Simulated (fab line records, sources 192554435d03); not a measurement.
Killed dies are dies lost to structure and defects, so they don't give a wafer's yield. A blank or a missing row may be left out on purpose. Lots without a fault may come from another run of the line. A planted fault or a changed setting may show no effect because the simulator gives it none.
A struck lot beside a sound one | flow n5_finfet | 40 steps out of a route of 1938
Sound: wafers L156.2, L156.3, L156.6. Struck: wafer L149.3. (L149.6 of the same lot was not struck and is left out.) The cause comes at the end.
At each step with rows: each side's tool, then ch and its chambers, then its first start. Under that, the readings that differ: sound wafers | struck wafers | difference of the means | sigmas: that difference in standard deviations of wafers without a fault.
alike: readings whose means differ by less than 2 such deviations, and words and numbers that are the same on both sides. not compared: withheld readings, readings that some wafer has no value for, bounds like >300 that may hide the same value, and numbers for which the record gives no deviation and whose values overlap.
The two part at a step that has a row with sigmas, a row that says differs or no value, or rows on one side only. Numbers that don't overlap but have no deviation are shown without sigmas and don't part them. A reading that every wafer of one side lacks parts them only if that side has two wafers or more.

first, 9 steps without rows for these wafers: N5_BEOL_M4_ANNEAL_95 (time 240 s); N5_BEOL_M4_SPUTTER_96 (material Cu, target thk 4.5 nm, time 8.29 s); N5_BEOL_M4_ECD_50 (material Cu, target thk 300 nm); N5_BEOL_M4_ANNEAL_51 (time 90 s); N5_BEOL_M4_CMP_52 (polishes, stops on SiOC, t overpolish 6.8 s, target thk 40 nm); N5_BEOL_M4_PRE_CLEAN_60 (time 15 s); N5_BEOL_M4_CO_CAP_55 (material Co, precursor CCTBA/H2, target thk 2 nm, time 102.1 s); N5_BEOL_M4_PRE_CLEAN_56 (time 15 s); N5_BEOL_M4_DEP_57 (deposits SiCN from 3MS/NH3, target thk 8 nm, time 14 s).
N5_BEOL_M4_RC_MEAS_101:
  sound on prober-01 ch 0, day 13 04:15; struck on prober-02 ch 0, day 11 11:33
  alike: DIBL_N, DIBL_P, IOFF_N, IOFF_P, ION_N, ION_P, SS_N, SS_P, VT_N, VT_P
then, 24 steps without rows for these wafers: N5_BEOL_M5_ILD_DEP_00 (deposits SiCOH lowk from DEMS/porogen, target thk 140.64 nm, time 25.9 s); N5_BEOL_M5_CURE_79 (cures SiCOH lowk, time 240 s); N5_BEOL_M5_PECVD_70 (deposits SiO2 from TEOS/O2, target thk 16 nm, time 18 s); N5_BEOL_M5_HM_DEP_02 (deposits TiN, target thk 20 nm); N5_BEOL_M5_COAT_59 (time 60 s, resist thk 60 nm); N5_BEOL_M5_COAT_60 (time 60 s, resist thk 12 nm); N5_BEOL_M5_COAT_71 (time 60 s, resist thk 5 nm); N5_BEOL_M5_COAT_05 (resist thk 30 nm); N5_BEOL_M5_EBR_07; N5_BEOL_M5_SOFTBAKE_06 (time 60 s); N5_BEOL_M5_EXPOSE_08 (exposes mask M5, target cd 28 nm); N5_BEOL_M5_PEB_09 (peb time 60 s); N5_BEOL_M5_DEVELOP_10 (develop time 30 s); N5_BEOL_M5_DESCUM_16 (chemistry O2, time 7 s); N5_BEOL_M5_ETCH_72 (etches underlayer in N2/H2, target depth 6.5 nm, time 5.2 s); N5_BEOL_M5_ETCH_61 (etches SiARC in CF4, target depth 15.6 nm, time 26 s); N5_BEOL_M5_ETCH_62 (etches SOC in N2/H2, target depth 75 nm, overetch 15 nm, time 112.5 s); N5_BEOL_M5_STRIP_63 (strips in N2/H2); N5_BEOL_M5_STRIP_73 (strips in N2/H2); N5_BEOL_M5_STRIP_64 (strips in CF4); N5_BEOL_M5_HM_OPEN_17 (chemistry Cl2/BCl3, target TiN, target depth 20 nm, overetch 6 nm); N5_BEOL_M5_STRIP_19 (strips in O2); N5_BEOL_M5_COAT_65 (time 60 s, resist thk 60 nm); N5_BEOL_M5_COAT_66 (time 60 s, resist thk 12 nm).
N5_BEOL_M7_ETCH_62: etches SOC in N2/H2, target depth 110 nm, overetch 22 nm, time 165 s.
  sound on rie_diel-04 ch 1,2,3, day 14 04:58; struck on rie_diel-02 ch 3, day 12 15:42
  reading                                    | sound             | struck | difference | sigmas
  throttle_valve_pct (%)                     | 18.11 17.78 18.52 | 17.58  | -0.56      | -2
  model.etch.depth_nm (nm)                   | 99.94 100.2 100.3 | 70.02  | -30.13     |
  model.SiARC_of_BEOL_M7_COAT_60.thk_nm (nm) | 28.4 28.2 28.6    | 31.6   | +3.2       |
  model.BEOL_M7.cd_offset_nm (nm)            | -0.4 0 0.6        | -2     | -2         |
  alike: drypump_motor_current_A, h2_flow_sccm, oes_product_au, rf_vpp_V, showerhead_plenum_p_Torr
  not compared: rf_hours_counter_h
N5_BEOL_M7_HM_OPEN_17: chemistry Cl2/BCl3, target TiN, target depth 20 nm, overetch 6 nm.
  sound on rie_metal-03 ch 0,1, day 14 05:09; struck on rie_metal-02 ch 1, day 12 15:55
  reading                         | sound             | struck | difference | sigmas
  oes_product_au (a.u.)           | 0.70 0.66 0.70    | 0.31   | -0.38      | -9
  throttle_valve_pct (%)          | 21.85 22.25 21.84 | 22.80  | +0.82      | +3
  model.BEOL_M7.cd_offset_nm (nm) | -0.6 -0.2 0.4     | -2.2   | -2.1       |
  alike: drypump_motor_current_A
  not compared: rf_hours_counter_h
N5_BEOL_M7_CD_MEAS_18: pitch 80 nm, target cd 40 nm.
  sound on cd_sem-03, day 14 05:28; struck on cd_sem-03, day 12 16:05
  not compared: cd_nm
N5_BEOL_M7_VIA_ETCH_34: etches SiCOH lowk in C4F6/O2, target depth 125.5 nm, time 50.5 s.
  sound on rie_diel-02 ch 0,2, day 14 08:23; struck on rie_diel-02 ch 0, day 12 16:41
  reading               | sound          | struck | difference | sigmas
  oes_product_au (a.u.) | 0.76 0.70 0.76 | 0.29   | -0.45      | -5
  alike: O2_flow_sccm, drypump_motor_current_A, oes_f_703_au, oes_o_777_au, rf_vpp_V, showerhead_plenum_p_Torr, throttle_valve_pct
  not compared: rf_hours_counter_h
N5_BEOL_M7_OCD_MEAS_38:
  sound on ocd-01, day 14 08:38; struck on ocd-02, day 12 16:56
  not compared: trench_depth_nm
-- the record jumps here: 3 days lie between the struck wafers' starts before and after (it left off in module BEOL_M7 and takes up again in module PASSIVATION, whose first step shown is number 1936 of the route) --
N5_PASSIVATION_PROBE_49:
  sound on prober-02, day 17 07:28; struck on prober-02, day 15 21:47
  reading                  | sound          | struck | difference | sigmas
  defect_limited_yield (%) | 92.9 91.0 90.8 | 0      | -92        | -65
  killed_at_M4_up          | 8 15 9         | 1052   | +1041      | +99 or more
  killed_dies              | 84 106 108     | 1180   | +1081      | +64
  killed_on_rim            | 8 11 14        | 152    | +141       | +36
  killed_open              | 63 73 71       | 99     | +30        | +2
  sort_bin_5_function (%)  | 4.2 4.7 5.8    | 94.7   | +89.8      | +90
  sort_bin_6_memory (%)    | 2.7 3.6 3.1    | 4.9    | +1.8       | +3
  sort_n_pass              | 1096 1074 1072 | 0      | -1081      | -57
  sort_yield_pct (%)       | 92.9 91.0 90.8 | 0      | -92        | -57
  alike: killed_at_M0_to_M3, killed_at_contacts, killed_at_front_end, killed_at_other, killed_short

WHERE THEY PART
First at N5_BEOL_M7_ETCH_62; last, within this record, at N5_PASSIVATION_PROBE_49.

WHY: what the simulator had put in
Process parameter drift: rie_diel-02, from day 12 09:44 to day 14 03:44, at N5_BEOL_M7_ETCH_62. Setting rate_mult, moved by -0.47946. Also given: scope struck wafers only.
